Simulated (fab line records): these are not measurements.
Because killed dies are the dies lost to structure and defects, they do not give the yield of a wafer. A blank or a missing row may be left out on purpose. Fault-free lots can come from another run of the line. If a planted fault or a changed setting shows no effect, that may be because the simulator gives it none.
Lot-split experiment / flow n5Finfet / 21 wafers read from 7 lots, route of 1938 steps

## THE SPLIT ITSELF
At N5_BEOL_M6_TRENCH_ETCH_37 (etches SiCOH lowk in C4F6/O2, target depth 94.435 nm, time 31.5 s), the setting biasW was moved away from the recipe's 185 W on 6 of the 21 wafers read, by -16.8% to +6.7%. For the rest of the wafers, this setting stayed at what the recipe calls for.

The split's own step is where the reading is taken.

## THE READING
rfVppV, in V, at N5_BEOL_M6_TRENCH_ETCH_37 (etches SiCOH lowk in C4F6/O2, target depth 94.435 nm, time 31.5 s). On this fab line, fault-free wafers typically give 668 V with a standard deviation of 8.3 V.

wafer=L077.2; tool, chamber at the split=rieDiel-05, 2; biasW as run, W=185; against the recipe=recipe; rfVppV, V=674; against lot-mates on the recipe=-
wafer=L077.3; tool, chamber at the split=rieDiel-05, 3; biasW as run, W=185; against the recipe=recipe; rfVppV, V=662; against lot-mates on the recipe=-
wafer=L077.4; tool, chamber at the split=rieDiel-05, 1; biasW as run, W=185; against the recipe=recipe; rfVppV, V=676; against lot-mates on the recipe=-
wafer=L080.2; tool, chamber at the split=rieDiel-05, 3; biasW as run, W=155.1; against the recipe=-16.2%; rfVppV, V=574; against lot-mates on the recipe=-101
wafer=L080.4; tool, chamber at the split=rieDiel-05, 2; biasW as run, W=155.1; against the recipe=-16.2%; rfVppV, V=586; against lot-mates on the recipe=-89
wafer=L080.5; tool, chamber at the split=rieDiel-05, 2; biasW as run, W=185; against the recipe=recipe; rfVppV, V=675; against lot-mates on the recipe=-
wafer=L084.1; tool, chamber at the split=rieDiel-05, 0; biasW as run, W=185; against the recipe=recipe; rfVppV, V=664; against lot-mates on the recipe=-
wafer=L084.2; tool, chamber at the split=rieDiel-05, 3; biasW as run, W=185; against the recipe=recipe; rfVppV, V=662; against lot-mates on the recipe=-
wafer=L084.4; tool, chamber at the split=rieDiel-05, 1; biasW as run, W=185; against the recipe=recipe; rfVppV, V=676; against lot-mates on the recipe=-
wafer=L087.2; tool, chamber at the split=rieDiel-04, 2; biasW as run, W=185; against the recipe=recipe; rfVppV, V=673; against lot-mates on the recipe=-
wafer=L087.3; tool, chamber at the split=rieDiel-04, 0; biasW as run, W=197.4; against the recipe=+6.7%; rfVppV, V=704; against lot-mates on the recipe=+31
wafer=L087.5; tool, chamber at the split=rieDiel-04, 1; biasW as run, W=197.4; against the recipe=+6.7%; rfVppV, V=703; against lot-mates on the recipe=+30
wafer=L085.2; tool, chamber at the split=rieDiel-05, 3; biasW as run, W=185; against the recipe=recipe; rfVppV, V=660; against lot-mates on the recipe=-
wafer=L085.4; tool, chamber at the split=rieDiel-05, 2; biasW as run, W=185; against the recipe=recipe; rfVppV, V=674; against lot-mates on the recipe=-
wafer=L085.5; tool, chamber at the split=rieDiel-05, 0; biasW as run, W=185; against the recipe=recipe; rfVppV, V=663; against lot-mates on the recipe=-
wafer=L091.1; tool, chamber at the split=rieDiel-03, 3; biasW as run, W=153.9; against the recipe=-16.8%; rfVppV, V=587; against lot-mates on the recipe=-73
wafer=L091.4; tool, chamber at the split=rieDiel-03, 2; biasW as run, W=185; against the recipe=recipe; rfVppV, V=660; against lot-mates on the recipe=-
wafer=L091.6; tool, chamber at the split=rieDiel-03, 1; biasW as run, W=153.9; against the recipe=-16.8%; rfVppV, V=564; against lot-mates on the recipe=-96
wafer=L090.2; tool, chamber at the split=rieDiel-03, 0; biasW as run, W=185; against the recipe=recipe; rfVppV, V=681; against lot-mates on the recipe=-
wafer=L090.3; tool, chamber at the split=rieDiel-03, 2; biasW as run, W=185; against the recipe=recipe; rfVppV, V=661; against lot-mates on the recipe=-
wafer=L090.5; tool, chamber at the split=rieDiel-03, 0; biasW as run, W=185; against the recipe=recipe; rfVppV, V=679; against lot-mates on the recipe=-

THE FIT
A straight line over all 21 wafers: rfVppV changes by +5.5 V for each +1% of biasW; r = +0.98; the points scatter about the line by 7.9 V.
The same after taking each lot's own level away (the mean of its wafers on the recipe; 21 wafers): +5.33 V for each +1%; r = +0.98; scatter 7.8 V.
On that fit, the largest move of biasW shifts the reading by 90 V.
The span of the lots' own levels, 660.0 to 675.0 V, comes to 1.8 times the standard deviation stated above.
So the lot-to-lot level changes the slope little: the two slopes agree.
Check: for one of the wafers moved furthest among these (-16.8%), held out of the fit, the line's prediction against its lot-mates is -96.1 V. It came out at -73 V against them.
Tool readings at the split's step, against how far the setting was moved: rfVppV r = +0.98.

## ADDITIONAL SPLITS CARRIED BY THESE WAFERS
Note: prior to the reading, these wafers also went through further splits. Each is held against what the fit with the lots' levels taken away leaves over:
other split on the same wafers=N5_BEOL_M2_DESCUM_16 timeS; wafers away from the commonest value=7; r with rfVppV (lot level and that fit taken away)=+0.04
other split on the same wafers=N5_BEOL_M4_TRENCH_ETCH_37 timeS; wafers away from the commonest value=7; r with rfVppV (lot level and that fit taken away)=-0.25
other split on the same wafers=N5_BEOL_M5_VIA_ETCH_34 biasW; wafers away from the commonest value=5; r with rfVppV (lot level and that fit taken away)=+0.24
other split on the same wafers=N5_BEOL_M5_TRENCH_ETCH_37 biasW; wafers away from the commonest value=9; r with rfVppV (lot level and that fit taken away)=-0.20

## THE FILE'S OWN FIT
rfVppV changes by +5.37 V for each +1% of biasW, r = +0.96.
